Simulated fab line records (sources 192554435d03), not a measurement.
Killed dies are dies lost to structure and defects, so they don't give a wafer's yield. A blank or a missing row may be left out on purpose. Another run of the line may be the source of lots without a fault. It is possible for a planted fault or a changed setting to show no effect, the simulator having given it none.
fab line records	flow n5Finfet	part 2 of 2: steps 5 to 6 of 6
[record] lots = 22	wafers = 66	lastDay = 17
route steps=1938 shown PMOS_HMC_CHANNEL_EPI@70 FIN_SAQP@124 DUMMY_GATE@241 SD_EPI_N@275
lots untouched by any fault: they come from a run of this same line in which no faults occurred
startH: start of the lot's first displayed wafer, in hours after the record's first day	waitH: hours elapsed since this lot's preceding step	" same as the row above	L1.1+2: a row that stands for several wafers	- no value present, or no start provided	* or withheld: withheld	< > ~ a bound
route shown NAME@n: a module of which the file shows steps, and the number in the route of the first	usual: mean and standard deviation over wafers with no fault	same: alike in all rows	chamber/n: place in a boat	sites: the reading at each site	_std_site: their standard deviation	_edge_site: outer sites' mean less inner sites'	radiusMm: for every site, how far away it sits from the centre of the wafer	mask NAME#n: copy n	behind: tool/chamber where the wafer was last shaped	hold: what put the lot on hold/how long, in hours/how the hold closed	device: whichever transistor did not switch (one of n, p or np)	end of line: tests of these same wafers at the route's end	a step without rows: its recipe alone	killed: at the first sort, the dies lost to defects and structure; wafer yield is something else	map: per-die view of a wafer (x killed, . not killed, _ where there is no die)
set.NAME: the setting as run; set.NAME@STEP: as run at that earlier step	model.NAME: the simulator's own value behind a step, which no gauge read
the route's steps for a sample of lots (tables are steps, rows are wafers)
services: from which hour (startH, from the record's first day; less than 0 if before it) a tool's chamber was out of use, for how many hours, and why
[[steps]]
[step N5_SD_EPI_N_ETCH_35]
[recipe] chemistry = N2/H2	target = SOC	overetchA = 1080	maskMaterial = SiARC	tempC = 40	ionEnergyEv = 100	sourceW = 3000	biasW = 133	pressureMtorr = 20	timeS = 486	n2FlowSccm = 200	h2FlowSccm = 200
[usual] drypumpMotorCurrentA = 5.7/0.55	oesProductAu = 0.68/0.057	rfVppV = 240.6/1.4	showerheadPlenumPTorr = 2.52/0.081	tempC = 39.99/0.11	throttleValvePct = 23.90/0.29
lot.wafer	tool	chamber	startH	waitH	drypumpMotorCurrentA	oesProductAu	rfHoursCounterH	rfVppV	showerheadPlenumPTorr	tempC	throttleValvePct
L074.1	rieDiel-06	1	51.71	0.0	5.6	0.69	138	238.5	2.33	39.98	23.76
L074.2	"	2	"	"	5.6	0.63	239	241.6	2.59	40.05	23.50
L074.4	"	3	"	"	5.1	0.63	228	240.2	2.50	40.01	24.02
L075.1	rieDiel-06	2	58.79	0.0	5.6	0.63	241	242.9	2.58	39.98	23.50
L075.3	"	1	"	"	5.6	0.68	140	236.1	2.33	39.71	23.74
L075.4	"	0	"	"	6.4	0.62	207	240.7	2.53	39.85	24.30
L076.2	rieDiel-05	0	64.21	0.0	5.8	0.70	137	240.9	2.55	40.14	24.29
L076.3	"	2	"	"	6.5	0.75	84	241.3	2.57	39.89	23.60
L076.5	"	3	"	"	5.4	0.70	-	240.9	2.53	39.99	23.43
L077.2	rieDiel-05	0	69.27	0.0	5.7	0.69	138	242.1	2.55	39.98	24.27
L077.5	"	1	"	"	6.1	0.68	-	238.9	2.43	39.84	23.79
L077.6	"	0	"	"	5.7	0.69	-	241.5	2.54	40.02	24.28
L078.1	rieDiel-06	3	73.15	0.0	5.1	0.62	234	241.1	2.50	39.99	24.03
L078.5	"	3	"	"	5.1	0.62	-	239.3	2.50	40.04	24.03
L078.6	"	0	"	"	6.5	0.62	-	239.2	2.52	40.03	24.29
L079.1	rieDiel-06	1	78.52	0.0	5.6	0.68	147	238.6	2.32	40.09	23.76
L079.3	"	0	"	"	6.4	0.62	213	240.7	2.52	40.20	24.28
L079.4	"	3	"	"	5.1	0.62	236	239.8	2.50	40.01	24.04
L080.3	rieDiel-04	0	85.85	0.0	6.0	0.70	109	241.9	2.68	40.01	24.20
L080.4	"	1	"	"	5.8	0.85	7	240.8	2.60	39.90	24.10
L080.5	"	2	"	"	4.9	0.66	-	241.6	2.63	40.04	23.71
L081.1	rieDiel-04	3	91.72	0.0	4.9	0.67	127	239.1	2.45	40.16	24.09
L081.5	"	3	"	"	4.9	0.67	-	241.0	2.45	40.30	24.09
L081.6	"	2	"	"	4.9	0.66	-	241.5	2.63	39.90	23.70
L082.3	rieDiel-04	2	97.69	0.0	4.9	0.66	178	241.8	2.63	39.98	23.69
L082.4	"	0	"	"	6.0	0.69	113	240.9	2.68	39.81	24.21
L082.6	"	1	"	"	5.8	0.84	-	241.4	2.59	40.02	24.09
L083.2	rieDiel-06	0	104.18	0.0	6.4	0.61	222	239.1	2.52	39.95	24.31
L083.4	"	1	"	"	5.6	0.68	-	239.5	2.32	39.98	23.76
L083.5	"	3	"	"	5.1	0.61	-	241.2	2.50	39.69	24.05
L084.2	rieDiel-05	2	112.13	0.0	6.5	0.72	103	240.5	2.56	40.14	23.60
L084.5	"	2	"	"	6.5	0.73	-	240.9	2.56	40.10	23.60
L084.6	"	1	"	"	6.1	0.66	-	238.3	2.42	40.18	23.80
L086.1	rieDiel-05	2	127.13	0.0	6.5	0.72	110	240.7	2.56	40.16	23.63
L086.3	"	3	"	"	5.4	0.69	149	241.4	2.52	40.07	23.47
L086.4	"	1	"	"	6.1	0.66	179	238.9	2.42	39.96	23.80
L087.4	rieDiel-05	0	128.84	0.0	5.8	0.67	164	240.4	2.53	39.86	24.31
L087.5	"	0	"	"	5.7	0.68	-	240.1	2.53	39.89	24.30
L087.6	"	1	"	"	6.1	0.66	-	240.0	2.42	39.98	23.82
L088.3	rieDiel-05	3	135.47	0.0	5.4	0.69	151	240.9	2.52	39.91	23.48
L088.5	"	3	"	"	5.4	0.68	-	240.3	2.52	39.79	23.47
L088.6	"	0	"	"	5.8	0.68	-	240.5	2.53	40.05	24.32
L089.1	rieDiel-05	0	138.88	0.0	5.8	0.68	167	240.5	2.53	40.13	24.32
L089.3	"	3	"	"	5.4	0.68	152	241.8	2.52	39.92	23.48
L089.4	"	1	"	"	6.2	0.66	184	239.9	2.41	40.03	23.82
L090.1	rieDiel-04	2	146.13	0.0	4.9	0.65	190	241.9	2.63	39.85	23.72
L090.4	"	0	"	"	6.0	0.67	132	242.2	2.67	39.89	24.25
L090.6	"	2	"	"	4.9	0.65	-	241.8	2.63	39.98	23.72
L091.2	rieDiel-05	0	149.83	0.0	5.8	0.67	171	239.8	2.53	40.02	24.33
L091.3	"	1	"	"	6.2	0.65	188	239.9	2.41	39.88	23.82
L091.5	"	0	"	"	5.7	0.67	-	240.9	2.53	40.05	24.33
L092.4	rieDiel-05	1	157.39	0.0	6.1	0.65	191	240.1	2.41	39.96	23.83
L092.5	"	3	"	"	5.4	0.68	-	240.2	2.51	39.96	23.49
L092.6	"	2	"	"	6.5	0.71	-	240.3	2.56	40.06	23.64
L094.1	rieDiel-04	3	169.05	0.0	4.9	0.64	155	239.1	2.44	39.93	24.10
L094.4	"	3	"	"	4.9	0.65	-	239.4	2.44	39.97	24.10
L094.6	"	1	"	"	5.8	0.79	-	241.0	2.58	40.10	24.14
L095.1	rieDiel-04	3	174.39	0.0	4.9	0.65	158	240.3	2.44	40.03	24.13
L095.3	"	2	"	"	4.9	0.63	201	240.9	2.62	39.90	23.73
L095.4	"	2	"	"	4.9	0.64	-	243.4	2.62	39.95	23.73
L096.1	rieDiel-04	2	184.53	0.0	4.8	0.64	204	243.9	2.62	40.03	23.74
L096.3	"	1	"	"	5.8	0.77	46	243.1	2.58	40.11	24.14
L096.5	"	2	"	"	4.9	0.64	-	240.9	2.62	40.09	23.73
L097.3	rieDiel-05	0	187.21	0.0	5.7	0.66	185	239.8	2.53	40.06	24.33
L097.4	"	1	"	"	6.1	0.65	202	238.5	2.41	39.94	23.84
L097.6	"	1	"	"	6.1	0.64	-	239.2	2.41	40.15	23.84
[step N5_SD_EPI_N_LINER_46]
[recipe] material = SiNx	targetThkA = 30	tempC = 400	aldPrecursorFamily = SiH2I2	aldCoReactant = N2/H2-plasma	pressureTorr = 2
[usual] heaterPowerOuterW = 508/45	heaterPowerW = 832/74
lot.wafer	tool	chamber	startH	waitH	heaterPowerOuterW	heaterPowerW
L074.1	aldSin-02	3	55.32	0.2	494	834
L074.2	"	0	"	"	472	793
L074.4	"	1	"	"	537	874
L075.1	aldSin-02	0	62.39	0.2	481	806
L075.3	"	3	"	"	517	812
L075.4	"	1	"	"	532	851
L076.2	aldSin-03	2	68.63	0.2	571	951
L076.3	"	1	"	"	554	933
L076.5	"	2	"	"	568	975
L077.2	aldSin-01	0	73.62	0.1	472	743
L077.5	"	3	"	"	464	740
L077.6	"	2	"	"	441	723
L078.1	aldSin-03	3	77.49	0.2	450	763
L078.5	"	1	"	"	559	969
L078.6	"	0	"	"	490	836
L079.1	aldSin-01	3	83.25	0.3	477	761
L079.3	"	2	"	"	436	723
L079.4	"	2	"	"	442	719
L080.3	aldSin-03	3	90.09	0.7	452	754
L080.4	"	1	"	"	563	944
L080.5	"	0	"	"	489	820
L081.1	aldSin-03	0	95.55	0.4	491	829
L081.5	"	3	"	"	445	760
L081.6	"	0	"	"	512	845
L082.3	aldSin-02	0	102.06	0.1	494	816
L082.4	"	2	"	"	501	807
L082.6	"	1	"	"	578	879
L083.2	aldSin-02	2	108.54	0.1	522	787
L083.4	"	1	"	"	586	918
L083.5	"	1	"	"	580	889
L084.2	aldSin-03	0	115.74	0.1	509	855
L084.5	"	2	"	"	561	988
L084.6	"	3	"	"	453	741
L086.1	aldSin-01	0	131.88	1.3	482	753
L086.3	"	2	"	"	438	711
L086.4	"	3	"	"	476	749
L087.4	aldSin-03	1	132.45	0.1	570	941
L087.5	"	0	"	"	501	829
L087.6	"	1	"	"	571	935
L088.3	aldSin-01	1	139.10	0.1	530	847
L088.5	"	0	"	"	464	778
L088.6	"	3	"	"	479	753
L089.1	aldSin-02	1	144.21	0.2	588	894
L089.3	"	0	"	"	481	831
L089.4	"	3	"	"	515	830
L090.1	aldSin-03	3	150.09	0.4	449	749
L090.4	"	0	"	"	493	846
L090.6	"	3	"	"	448	754
L091.2	aldSin-02	0	155.65	0.6	476	793
L091.3	"	2	"	"	497	811
L091.5	"	3	"	"	512	810
L092.4	aldSin-02	3	161.71	0.8	505	821
L092.5	"	0	"	"	483	840
L092.6	"	3	"	"	532	800
L094.1	aldSin-01	1	173.18	0.6	520	851
L094.4	"	2	"	"	430	709
L094.6	"	3	"	"	473	758
L095.1	aldSin-02	2	178.29	0.4	503	808
L095.3	"	3	"	"	531	826
L095.4	"	0	"	"	471	834
L096.1	aldSin-03	2	188.74	0.4	572	969
L096.3	"	1	"	"	569	941
L096.5	"	2	"	"	559	968
L097.3	aldSin-03	1	190.85	0.2	568	915
L097.4	"	2	"	"	578	970
L097.6	"	0	"	"	516	841
[[services]]
tool	chamber	startH	hours	kind
rieDiel-05	0	-1.22	5.6	repair
aldSin-02	1	7.46	3.4	repair
rieDiel-01	2	8.31	5.4	repair
rieDiel-01	0	11.28	6.2	repair
rieDiel-05	-	12.04	2.8	pm
rieDiel-01	2	20.49	6.4	repair
rieDiel-01	0	25.17	3.3	repair
rieSi-04	2	25.21	6.3	repair
rieDiel-01	-	46.39	15.6	pm
rieDiel-03	-	55.82	1.1	repair
rieDiel-03	1	58.99	5.7	repair
aldSin-03	0	59.40	2.7	repair
rieDiel-02	1	66.08	13.3	repair
rieDiel-01	1	70.81	8.1	repair
rieDiel-05	3	71.28	7.9	repair
rieDiel-05	1	93.73	1.5	repair
rieDiel-02	2	100.33	12.5	repair
rieDiel-01	-	127.88	1.2	repair
rieDiel-05	-	130.49	0.3	repair
rieDiel-03	-	138.91	0.2	repair
rieDiel-03	2	153.41	8.3	repair
aldSin-03	-	154.15	14.6	pm
rieDiel-03	1	168.76	2.7	repair
rieDiel-01	1	178.44	15.9	repair
